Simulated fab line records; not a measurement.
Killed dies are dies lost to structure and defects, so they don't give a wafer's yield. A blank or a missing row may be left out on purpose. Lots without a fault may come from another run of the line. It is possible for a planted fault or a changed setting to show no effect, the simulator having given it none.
Matching of chambers	flow nand-harc	rie-diel-07 running NHARC_A_STAIRCASE_ETCHBACK_422: 4 sister chambers
The step etches the open film in CH3F/O2, target depth 40 nm, time 74.286 s. 8 wafers are shown with their chamber, then 8 later ones without.

EACH WAFER AND ITS CHAMBER
wafer	chamber	drypump-motor-current-A (A)	showerhead-plenum-p-Torr (Torr)
L080.4	0	5.1	2.40
L081.2	1	6.3	2.45
L081.4	2	5.8	2.29
L081.6	2	5.8	2.29
L084.3	3	6.1	2.41
L084.4	1	6.3	2.45
L084.6	0	5.1	2.39
L086.4	3	6.0	2.40

WAFERS WHOSE CHAMBER IS MISSING
wafer	drypump-motor-current-A (A)	showerhead-plenum-p-Torr (Torr)
L086.5	6.0	2.40
L086.6	5.7	2.29
L093.1	5.1	2.38
L093.5	6.3	2.44
L093.6	5.1	2.38
L096.2	5.1	2.38
L096.4	5.8	2.27
L096.5	5.7	2.27

WHICH CHAMBER EACH ONE RAN IN
wafer	from the rows above	in truth
L086.5	3	3
L086.6	2	2
L093.1	0	0
L093.5	1	1
L093.6	0	0
L096.2	0	0
L096.4	2	2
L096.5	2	2
Correctly placed: 8 of 8. Not placeable from these rows: 0. 0 placed wrongly.
How it was worked out, from the rows above alone: a wafer's distance from a chamber is the root of the sum, over the readings, of the square of ((its reading less the chamber's mean) divided by the reading's scatter). If the next closest chamber is less than 2 further off than the closest, the wafer can't be placed; otherwise it belongs to the closest. For every chamber, the mean is computed from those of its wafers that are shown. The scatter: take each reading less its chamber's mean, square it, sum over the shown wafers, divide by the number of wafers less the number of chambers, and take the root.
